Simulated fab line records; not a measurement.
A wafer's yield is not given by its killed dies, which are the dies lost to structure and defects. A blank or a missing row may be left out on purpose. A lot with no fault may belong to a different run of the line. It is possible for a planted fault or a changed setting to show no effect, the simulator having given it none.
fab line records :: flow n5_finfet :: part 2 of 2: steps 24 to 32 of 32
record:
  lots: 5
  wafers: 15
  last_day: 16
route steps=1938 shown BEOL_M5@1160
lots with no fault: from the same line, run without faults
start_h: hours from the record's first day to the start of the lot's first wafer shown :: wait_h: time in hours since the lot's previous step :: " same as the row above :: L1.1+2: a row that stands for several wafers :: - either no value or no given start :: * or withheld: withheld :: < > ~ a bound
route shown NAME@n: names a module that has steps shown in the file, with the first one's number in the route :: usual: mean/standard deviation of fault-free wafers :: same: alike in all rows :: chamber/n: place in a boat :: sites: each site's reading :: _std_site: how widely they spread, as a standard deviation :: _edge_site: inner sites' mean taken away from outer sites' mean :: radius_mm: how far each site lies from the wafer's centre :: mask NAME#n: copy n :: behind: tool/chamber where the wafer was last shaped :: hold: the reason the lot was held/the length of the hold in hours/how it ended :: device: transistor that didn't switch, given as n, p or np :: end of line: tests run on the same wafers once the route is complete :: a step without rows: its recipe alone :: killed: the dies lost at the first sort to structure and to defects; this is not the yield of the wafer :: map: dies across one wafer; x = killed, . = not, _ = none there
set.NAME: the setting the step ran with; set.NAME@STEP: the setting that earlier step ran with :: model.NAME: the simulator's own value behind a step, which no gauge read
a table for each step, a row for each wafer; lots at some steps of the route
services: a tool's chamber out of use, with start hour (start_h, from the record's first day; less than 0 if before it), hours out, and reason
== steps ==
step: N5_BEOL_M5_SPUTTER_90
recipe:
  material: Cu
  target_thk_a: 45
  temp_c: -20
  chamber_pressure_pa: 0.07
  power_w: withheld
  time_s: 8.29
usual:
  substrate_temp_c: -20.00/0.11
  throttle_valve_pct: 30.2/1.3
lot.wafer: L076.2
tool: pvd_sputter-03
chamber: -
start_h: 183.84
wait_h: 0.5
substrate_temp_c: -20.02
throttle_valve_pct: 28.3

lot.wafer: L076.5
tool: pvd_sputter-03
chamber: -
start_h: 183.84
wait_h: 0.5
substrate_temp_c: -20.18
throttle_valve_pct: 28.5

lot.wafer: L076.6
tool: pvd_sputter-03
chamber: -
start_h: 183.84
wait_h: 0.5
substrate_temp_c: -20.16
throttle_valve_pct: 29.7

lot.wafer: L082.3
tool: pvd_sputter-02
chamber: -
start_h: 229.46
wait_h: 0.5
substrate_temp_c: -20.05
throttle_valve_pct: 27.8

lot.wafer: L082.4
tool: pvd_sputter-02
chamber: -
start_h: 229.46
wait_h: 0.5
substrate_temp_c: -19.89
throttle_valve_pct: 31.0

lot.wafer: L082.5
tool: pvd_sputter-02
chamber: -
start_h: 229.46
wait_h: 0.5
substrate_temp_c: -19.96
throttle_valve_pct: 27.7

lot.wafer: L084.2
tool: pvd_sputter-01
chamber: -
start_h: 251.17
wait_h: 0.5
substrate_temp_c: -19.89
throttle_valve_pct: 31.3

lot.wafer: L084.4
tool: pvd_sputter-01
chamber: -
start_h: 251.17
wait_h: 0.5
substrate_temp_c: -20.01
throttle_valve_pct: 30.1

lot.wafer: L084.5
tool: pvd_sputter-01
chamber: -
start_h: 251.17
wait_h: 0.5
substrate_temp_c: -20.14
throttle_valve_pct: 29.3

lot.wafer: L086.1
tool: pvd_sputter-01
chamber: -
start_h: 257.78
wait_h: 0.5
substrate_temp_c: -20.00
throttle_valve_pct: 30.1

lot.wafer: L086.5
tool: pvd_sputter-01
chamber: -
start_h: 257.78
wait_h: 0.5
substrate_temp_c: -19.94
throttle_valve_pct: 31.4

lot.wafer: L086.6
tool: pvd_sputter-01
chamber: -
start_h: 257.78
wait_h: 0.5
substrate_temp_c: -20.00
throttle_valve_pct: 31.5

lot.wafer: L092.3
tool: pvd_sputter-03
chamber: -
start_h: 293.18
wait_h: 0.5
substrate_temp_c: -20.02
throttle_valve_pct: 32.2

lot.wafer: L092.4
tool: pvd_sputter-03
chamber: -
start_h: 293.18
wait_h: 0.5
substrate_temp_c: -20.08
throttle_valve_pct: 30.2

lot.wafer: L092.6
tool: pvd_sputter-03
chamber: -
start_h: 293.18
wait_h: 0.5
substrate_temp_c: -19.98
throttle_valve_pct: 30.1
step: N5_BEOL_M5_ECD_50
recipe:
  material: Cu
  target_thk_a: 3000
lot.wafer: L076.2+5+6
tool: ecd_cu-01
chamber: 1,1,0
start_h: 183.96
wait_h: 0.1

lot.wafer: L082.3+4+5
tool: ecd_cu-01
chamber: 0,1,0
start_h: 229.60
wait_h: 0.1

lot.wafer: L084.2+4+5
tool: ecd_cu-01
chamber: 0,1,0
start_h: 251.29
wait_h: 0.1

lot.wafer: L086.1+5+6
tool: ecd_cu-02
chamber: 1,1,0
start_h: 257.89
wait_h: 0.1

lot.wafer: L092.3+4+6
tool: ecd_cu-02
chamber: 0,1,1
start_h: 293.31
wait_h: 0.1
step: N5_BEOL_M5_ANNEAL_51
recipe:
  temp_c: 225
  time_s: 90
  ambient: N2
usual:
  wafer_temp_C_max: 226.0/0.41
lot.wafer: L076.2
tool: rtp_anneal-02
chamber: 0
start_h: 184.09
wait_h: 0.1
wafer_temp_C_max: 226.0

lot.wafer: L076.5
tool: rtp_anneal-02
chamber: 0
start_h: 184.09
wait_h: 0.1
wafer_temp_C_max: 225.7

lot.wafer: L076.6
tool: rtp_anneal-02
chamber: 0
start_h: 184.09
wait_h: 0.1
wafer_temp_C_max: 225.4

lot.wafer: L082.3
tool: rtp_anneal-02
chamber: 0
start_h: 229.76
wait_h: 0.1
wafer_temp_C_max: 225.5

lot.wafer: L082.4
tool: rtp_anneal-02
chamber: 0
start_h: 229.76
wait_h: 0.1
wafer_temp_C_max: 225.7

lot.wafer: L082.5
tool: rtp_anneal-02
chamber: 0
start_h: 229.76
wait_h: 0.1
wafer_temp_C_max: 226.0

lot.wafer: L084.2
tool: rtp_anneal-01
chamber: 0
start_h: 251.42
wait_h: 0.1
wafer_temp_C_max: 226.5

lot.wafer: L084.4
tool: rtp_anneal-01
chamber: 0
start_h: 251.42
wait_h: 0.1
wafer_temp_C_max: 226.2

lot.wafer: L084.5
tool: rtp_anneal-01
chamber: 0
start_h: 251.42
wait_h: 0.1
wafer_temp_C_max: 226.2

lot.wafer: L086.1
tool: rtp_anneal-01
chamber: 0
start_h: 257.98
wait_h: 0.1
wafer_temp_C_max: 226.5

lot.wafer: L086.5
tool: rtp_anneal-01
chamber: 0
start_h: 257.98
wait_h: 0.1
wafer_temp_C_max: 226.3

lot.wafer: L086.6
tool: rtp_anneal-01
chamber: 0
start_h: 257.98
wait_h: 0.1
wafer_temp_C_max: 226.2

lot.wafer: L092.3
tool: rtp_anneal-01
chamber: 0
start_h: 293.56
wait_h: 0.2
wafer_temp_C_max: 226.1

lot.wafer: L092.4
tool: rtp_anneal-01
chamber: 0
start_h: 293.56
wait_h: 0.2
wafer_temp_C_max: 226.2

lot.wafer: L092.6
tool: rtp_anneal-01
chamber: 0
start_h: 293.56
wait_h: 0.2
wafer_temp_C_max: 226.8
step: N5_BEOL_M5_CMP_52
recipe:
  stop_on: SiCOH_lowk
  t_overpolish_s: 6.9
  down_force_psi: 1
  platen_rpm: 50
  clearing_platen_down_force_psi: 1.5
  clearing_platen_rpm: 50
  post_cmp_clean: cu_alkaline
  target_thk_nm: 62
  clearing_platen_pad_velocity_m_s: 0.99484
  pad_velocity_m_s: 0.99484
usual:
  barrier_field_endpoint_s: 24.5/0.7
  motor_current_A: 5.9/0.56
  overpolish_run_s: 6.899/0.0089
  slurry_flow_ml_min: 149.9/0.52
  time_to_endpoint_s: 62/3.7
lot.wafer: L076.2
tool: cmp-02
chamber: 2
start_h: 184.46
wait_h: 0.3
barrier_field_endpoint_s: 24.9
motor_current_A: 5.9
overpolish_run_s: 6.894
slurry_flow_ml_min: 150.1
time_to_endpoint_s: 65

lot.wafer: L076.6
tool: cmp-02
chamber: 3
start_h: 184.46
wait_h: 0.3
barrier_field_endpoint_s: 25.2
motor_current_A: 6.4
overpolish_run_s: 6.888
slurry_flow_ml_min: 149.9
time_to_endpoint_s: 63

lot.wafer: L076.5
tool: cmp-02
chamber: 0
start_h: 184.46
wait_h: 0.3
barrier_field_endpoint_s: 24.6
motor_current_A: 4.9
overpolish_run_s: 6.902
slurry_flow_ml_min: 150.4
time_to_endpoint_s: 58

lot.wafer: L082.4
tool: cmp-02
chamber: 0
start_h: 230.04
wait_h: 0.2
barrier_field_endpoint_s: 24.3
motor_current_A: 5.2
overpolish_run_s: 6.890
slurry_flow_ml_min: 150.2
time_to_endpoint_s: 59

lot.wafer: L082.3
tool: cmp-02
chamber: 1
start_h: 230.04
wait_h: 0.2
barrier_field_endpoint_s: 25.2
motor_current_A: 5.3
overpolish_run_s: 6.880
slurry_flow_ml_min: 151.3
time_to_endpoint_s: 67

lot.wafer: L082.5
tool: cmp-02
chamber: 2
start_h: 230.04
wait_h: 0.2
barrier_field_endpoint_s: 25.8
motor_current_A: 5.9
overpolish_run_s: 6.887
slurry_flow_ml_min: 148.6
time_to_endpoint_s: 67

lot.wafer: L084.2
tool: cmp-03
chamber: 1
start_h: 251.75
wait_h: 0.3
barrier_field_endpoint_s: 23.7
motor_current_A: 6.7
overpolish_run_s: 6.901
slurry_flow_ml_min: 150.0
time_to_endpoint_s: 59

lot.wafer: L084.4
tool: cmp-03
chamber: 2
start_h: 251.75
wait_h: 0.3
barrier_field_endpoint_s: 24.6
motor_current_A: 6.1
overpolish_run_s: 6.908
slurry_flow_ml_min: 149.4
time_to_endpoint_s: 63

lot.wafer: L084.5
tool: cmp-03
chamber: 3
start_h: 251.75
wait_h: 0.3
barrier_field_endpoint_s: 24.4
motor_current_A: 6.1
overpolish_run_s: 6.913
slurry_flow_ml_min: 148.9
time_to_endpoint_s: 63

lot.wafer: L086.1
tool: cmp-02
chamber: 0
start_h: 258.39
wait_h: 0.4
barrier_field_endpoint_s: 24.2
motor_current_A: 5.4
overpolish_run_s: 6.896
slurry_flow_ml_min: 150.1
time_to_endpoint_s: 59

lot.wafer: L086.5
tool: cmp-02
chamber: 2
start_h: 258.39
wait_h: 0.4
barrier_field_endpoint_s: 24.0
motor_current_A: 5.9
overpolish_run_s: 6.899
slurry_flow_ml_min: 149.9
time_to_endpoint_s: 63

lot.wafer: L086.6
tool: cmp-02
chamber: 3
start_h: 258.39
wait_h: 0.4
barrier_field_endpoint_s: 25.1
motor_current_A: 6.5
overpolish_run_s: 6.910
slurry_flow_ml_min: 149.8
time_to_endpoint_s: 64

lot.wafer: L092.3
tool: cmp-02
chamber: 3
start_h: 293.95
wait_h: 0.3
barrier_field_endpoint_s: 23.8
motor_current_A: 6.7
overpolish_run_s: 6.897
slurry_flow_ml_min: 150.1
time_to_endpoint_s: 61

lot.wafer: L092.4
tool: cmp-02
chamber: 0
start_h: 293.95
wait_h: 0.3
barrier_field_endpoint_s: 23.3
motor_current_A: 5.5
overpolish_run_s: 6.894
slurry_flow_ml_min: 149.8
time_to_endpoint_s: 55

lot.wafer: L092.6
tool: cmp-02
chamber: 0
start_h: 293.95
wait_h: 0.3
barrier_field_endpoint_s: 23.0
motor_current_A: 5.2
overpolish_run_s: 6.873
slurry_flow_ml_min: 150.1
time_to_endpoint_s: 53
step: N5_BEOL_M5_THK_MEAS_53
recipe:
  thk_meas_gauge: xrf
  reads: Cu_of_BEOL_M5_ECD_50
usual:
  M5_THK: 62.9/1.8
lot.wafer: L076.2
tool: film_metro-01
chamber: -
start_h: 184.64
wait_h: -
M5_THK[nm]: 62.7

lot.wafer: L076.5
tool: film_metro-01
chamber: -
start_h: 184.64
wait_h: -
M5_THK[nm]: 61.9

lot.wafer: L076.6
tool: film_metro-01
chamber: -
start_h: 184.64
wait_h: -
M5_THK[nm]: 61.9

lot.wafer: L082.3
tool: film_metro-02
chamber: -
start_h: 230.26
wait_h: -
M5_THK[nm]: 65.8

lot.wafer: L082.4
tool: film_metro-02
chamber: -
start_h: 230.26
wait_h: -
M5_THK[nm]: 60.6

lot.wafer: L082.5
tool: film_metro-02
chamber: -
start_h: 230.26
wait_h: -
M5_THK[nm]: 64.3

lot.wafer: L084.2
tool: film_metro-02
chamber: -
start_h: 251.97
wait_h: -
M5_THK[nm]: 65.0

lot.wafer: L084.4
tool: film_metro-02
chamber: -
start_h: 251.97
wait_h: -
M5_THK[nm]: 65.5

lot.wafer: L084.5
tool: film_metro-02
chamber: -
start_h: 251.97
wait_h: -
M5_THK[nm]: 64.0

lot.wafer: L086.1
tool: film_metro-01
chamber: -
start_h: 258.61
wait_h: -
M5_THK[nm]: 58.2

lot.wafer: L086.5
tool: film_metro-01
chamber: -
start_h: 258.61
wait_h: -
M5_THK[nm]: 60.8

lot.wafer: L086.6
tool: film_metro-01
chamber: -
start_h: 258.61
wait_h: -
M5_THK[nm]: 61.6

lot.wafer: L092.3
tool: film_metro-01
chamber: -
start_h: 294.24
wait_h: -
M5_THK[nm]: 61.7

lot.wafer: L092.4
tool: film_metro-01
chamber: -
start_h: 294.24
wait_h: -
M5_THK[nm]: 60.0

lot.wafer: L092.6
tool: film_metro-01
chamber: -
start_h: 294.24
wait_h: -
M5_THK[nm]: 59.0
step: N5_BEOL_M5_PRE_CLEAN_77
recipe:
  gas: NH3/H2
  time_s: 15
  temp_c: *
  rf_power_w: 300
usual:
  heater_power_outer_w: 28/18
  heater_power_w: 95/35
lot.wafer: L076.2
tool: cvd_co-01
chamber: 0
start_h: 184.67
wait_h: 0.0
heater_power_outer_w: 47
heater_power_w: 129

lot.wafer: L076.5
tool: cvd_co-01
chamber: 1
start_h: 184.67
wait_h: 0.0
heater_power_outer_w: 47
heater_power_w: 123

lot.wafer: L076.6
tool: cvd_co-01
chamber: 2
start_h: 184.67
wait_h: 0.0
heater_power_outer_w: 6
heater_power_w: 54

lot.wafer: L082.3
tool: cvd_co-01
chamber: 2
start_h: 230.29
wait_h: 0.0
heater_power_outer_w: 6
heater_power_w: 53

lot.wafer: L082.4
tool: cvd_co-01
chamber: 1
start_h: 230.29
wait_h: 0.0
heater_power_outer_w: 45
heater_power_w: 124

lot.wafer: L082.5
tool: cvd_co-01
chamber: 0
start_h: 230.29
wait_h: 0.0
heater_power_outer_w: 47
heater_power_w: 133

lot.wafer: L084.2
tool: cvd_co-02
chamber: 0
start_h: 252.00
wait_h: 0.0
heater_power_outer_w: 45
heater_power_w: 131

lot.wafer: L084.4
tool: cvd_co-02
chamber: 0
start_h: 252.00
wait_h: 0.0
heater_power_outer_w: 44
heater_power_w: 133

lot.wafer: L084.5
tool: cvd_co-02
chamber: 2
start_h: 252.00
wait_h: 0.0
heater_power_outer_w: 24
heater_power_w: 81

lot.wafer: L086.1
tool: cvd_co-01
chamber: 2
start_h: 258.72
wait_h: 0.1
heater_power_outer_w: 6
heater_power_w: 54

lot.wafer: L086.5
tool: cvd_co-01
chamber: 1
start_h: 258.72
wait_h: 0.1
heater_power_outer_w: 47
heater_power_w: 121

lot.wafer: L086.6
tool: cvd_co-01
chamber: 2
start_h: 258.72
wait_h: 0.1
heater_power_outer_w: 6
heater_power_w: 54

lot.wafer: L092.3
tool: cvd_co-01
chamber: 0
start_h: 294.28
wait_h: 0.0
heater_power_outer_w: 47
heater_power_w: 127

lot.wafer: L092.4
tool: cvd_co-01
chamber: 2
start_h: 294.28
wait_h: 0.0
heater_power_outer_w: 6
heater_power_w: 55

lot.wafer: L092.6
tool: cvd_co-01
chamber: 0
start_h: 294.28
wait_h: 0.0
heater_power_outer_w: 47
heater_power_w: 132
step: N5_BEOL_M5_CO_CAP_78
recipe:
  material: Co
  target_thk_a: 20
  temp_c: 200
  precursor: CCTBA/H2
  pressure_torr: 30
  time_s: 102.1
usual:
  heater_power_outer_w: 133/23
  heater_power_w: 249/43
lot.wafer: L076.2
tool: cvd_co-01
chamber: 0
start_h: 184.71
wait_h: 0.0
heater_power_outer_w: 154
heater_power_w: 287

lot.wafer: L076.5
tool: cvd_co-01
chamber: 1
start_h: 184.71
wait_h: 0.0
heater_power_outer_w: 157
heater_power_w: 280

lot.wafer: L076.6
tool: cvd_co-01
chamber: 2
start_h: 184.71
wait_h: 0.0
heater_power_outer_w: 106
heater_power_w: 192

lot.wafer: L082.3
tool: cvd_co-01
chamber: 2
start_h: 230.33
wait_h: 0.0
heater_power_outer_w: 105
heater_power_w: 198

lot.wafer: L082.4
tool: cvd_co-01
chamber: 1
start_h: 230.33
wait_h: 0.0
heater_power_outer_w: 157
heater_power_w: 282

lot.wafer: L082.5
tool: cvd_co-01
chamber: 0
start_h: 230.33
wait_h: 0.0
heater_power_outer_w: 155
heater_power_w: 284

lot.wafer: L084.2
tool: cvd_co-02
chamber: 0
start_h: 252.04
wait_h: 0.0
heater_power_outer_w: 151
heater_power_w: 293

lot.wafer: L084.4
tool: cvd_co-02
chamber: 0
start_h: 252.04
wait_h: 0.0
heater_power_outer_w: 153
heater_power_w: 290

lot.wafer: L084.5
tool: cvd_co-02
chamber: 2
start_h: 252.04
wait_h: 0.0
heater_power_outer_w: 127
heater_power_w: 231

lot.wafer: L086.1
tool: cvd_co-01
chamber: 2
start_h: 258.78
wait_h: 0.0
heater_power_outer_w: 105
heater_power_w: 199

lot.wafer: L086.5
tool: cvd_co-01
chamber: 1
start_h: 258.78
wait_h: 0.0
heater_power_outer_w: 149
heater_power_w: 282

lot.wafer: L086.6
tool: cvd_co-01
chamber: 2
start_h: 258.78
wait_h: 0.0
heater_power_outer_w: 106
heater_power_w: 200

lot.wafer: L092.3
tool: cvd_co-01
chamber: 0
start_h: 294.32
wait_h: 0.0
heater_power_outer_w: 150
heater_power_w: 294

lot.wafer: L092.4
tool: cvd_co-01
chamber: 2
start_h: 294.32
wait_h: 0.0
heater_power_outer_w: 106
heater_power_w: 195

lot.wafer: L092.6
tool: cvd_co-01
chamber: 0
start_h: 294.32
wait_h: 0.0
heater_power_outer_w: 157
heater_power_w: 288
step: N5_BEOL_M5_PRE_CLEAN_55
recipe:
  gas: NH3
  time_s: 15
  temp_c: withheld
  rf_power_w: 300
lot.wafer: L076.2+5+6
tool: pecvd-01
chamber: 2,2,0
start_h: 184.81
wait_h: 0.1

lot.wafer: L082.3+4+5
tool: pecvd-03
chamber: 1,0,1
start_h: 230.43
wait_h: 0.1

lot.wafer: L084.2+4+5
tool: pecvd-04
chamber: 0,2,1
start_h: 252.14
wait_h: 0.1

lot.wafer: L086.1+5+6
tool: pecvd-01
chamber: 0,2,1
start_h: 258.90
wait_h: 0.1

lot.wafer: L092.3+4+6
tool: pecvd-04
chamber: 0,1,0
start_h: 294.41
wait_h: 0.1
step: N5_BEOL_M5_DEP_56
recipe:
  material: SiCN
  target_thk_a: 80
  temp_c: withheld
  precursor: 3MS/NH3
  pressure_torr: 3
  rf_w: 202
  time_s: 14
usual:
  showerhead_plenum_p_Torr: 3.667/0.014
  throttle_valve_pct: 9.1/0.47
lot.wafer: L076.2
tool: pecvd-01
chamber: 2
start_h: 184.83
wait_h: 0.0
showerhead_plenum_p_Torr: 3.695
throttle_valve_pct: 9.1

lot.wafer: L076.5
tool: pecvd-01
chamber: 2
start_h: 184.83
wait_h: 0.0
showerhead_plenum_p_Torr: 3.686
throttle_valve_pct: 8.9

lot.wafer: L076.6
tool: pecvd-01
chamber: 0
start_h: 184.83
wait_h: 0.0
showerhead_plenum_p_Torr: 3.663
throttle_valve_pct: 8.9

lot.wafer: L082.3
tool: pecvd-03
chamber: 1
start_h: 230.45
wait_h: 0.0
showerhead_plenum_p_Torr: 3.673
throttle_valve_pct: 9.5

lot.wafer: L082.4
tool: pecvd-03
chamber: 0
start_h: 230.45
wait_h: 0.0
showerhead_plenum_p_Torr: 3.640
throttle_valve_pct: 9.6

lot.wafer: L082.5
tool: pecvd-03
chamber: 1
start_h: 230.45
wait_h: 0.0
showerhead_plenum_p_Torr: 3.699
throttle_valve_pct: 9.4

lot.wafer: L084.2
tool: pecvd-04
chamber: 0
start_h: 252.16
wait_h: 0.0
showerhead_plenum_p_Torr: 3.676
throttle_valve_pct: 8.6

lot.wafer: L084.4
tool: pecvd-04
chamber: 2
start_h: 252.16
wait_h: 0.0
showerhead_plenum_p_Torr: 3.675
throttle_valve_pct: 8.3

lot.wafer: L084.5
tool: pecvd-04
chamber: 1
start_h: 252.16
wait_h: 0.0
showerhead_plenum_p_Torr: 3.662
throttle_valve_pct: 9.4

lot.wafer: L086.1
tool: pecvd-01
chamber: 0
start_h: 258.93
wait_h: 0.0
showerhead_plenum_p_Torr: 3.670
throttle_valve_pct: 9.0

lot.wafer: L086.5
tool: pecvd-01
chamber: 2
start_h: 258.93
wait_h: 0.0
showerhead_plenum_p_Torr: 3.679
throttle_valve_pct: 8.4

lot.wafer: L086.6
tool: pecvd-01
chamber: 1
start_h: 258.93
wait_h: 0.0
showerhead_plenum_p_Torr: 3.674
throttle_valve_pct: 9.4

lot.wafer: L092.3
tool: pecvd-04
chamber: 0
start_h: 294.43
wait_h: 0.0
showerhead_plenum_p_Torr: 3.665
throttle_valve_pct: 8.6

lot.wafer: L092.4
tool: pecvd-04
chamber: 1
start_h: 294.43
wait_h: 0.0
showerhead_plenum_p_Torr: 3.654
throttle_valve_pct: 9.5

lot.wafer: L092.6
tool: pecvd-04
chamber: 0
start_h: 294.43
wait_h: 0.0
showerhead_plenum_p_Torr: 3.670
throttle_valve_pct: 8.6
== services ==
tool: rie_diel-02
chamber: -
start_h: 154.97
hours: 0.8
kind: repair

tool: rie_diel-05
chamber: 0
start_h: 160.21
hours: 8.9
kind: repair

tool: cvd_co-02
chamber: 2
start_h: 166.16
hours: 9.0
kind: repair

tool: pecvd-04
chamber: 0
start_h: 178.14
hours: 6.4
kind: repair

tool: pecvd-01
chamber: -
start_h: 191.71
hours: 0.4
kind: repair

tool: rie_diel-02
chamber: 2
start_h: 209.65
hours: 5.9
kind: repair

tool: uv_cure-03
chamber: -
start_h: 212.98
hours: 2.8
kind: pm

tool: rie_diel-06
chamber: -
start_h: 213.63
hours: 0.3
kind: repair

tool: ald_metal-03
chamber: -
start_h: 234.39
hours: 8.7
kind: pm

tool: cvd_co-02
chamber: 2
start_h: 235.07
hours: 3.4
kind: repair

tool: ald_metal-03
chamber: 3
start_h: 243.38
hours: 8.7
kind: repair

tool: ecd_cu-02
chamber: -
start_h: 250.17
hours: 7.2
kind: pm

tool: cmp-02
chamber: -
start_h: 250.35
hours: 4.0
kind: pm

tool: ald_metal-01
chamber: 0
start_h: 252.53
hours: 34.1
kind: repair

tool: cvd_co-01
chamber: 0
start_h: 252.59
hours: 8.9
kind: repair

tool: ald_metal-01
chamber: -
start_h: 257.65
hours: 6.0
kind: pm

tool: cmp-02
chamber: -
start_h: 258.64
hours: 1.5
kind: repair

tool: pecvd-03
chamber: -
start_h: 258.70
hours: 26.5
kind: repair

tool: cvd_co-02
chamber: 1
start_h: 258.73
hours: 4.7
kind: repair

tool: wet_bench-02
chamber: -
start_h: 259.38
hours: 57.2
kind: repair

tool: cvd_co-02
chamber: -
start_h: 262.55
hours: 6.0
kind: pm

tool: rtp_anneal-01
chamber: -
start_h: 280.92
hours: 5.7
kind: pm

tool: ecd_cu-02
chamber: -
start_h: 288.62
hours: 0.7
kind: repair

tool: rie_diel-06
chamber: 2
start_h: 290.72
hours: 8.7
kind: repair
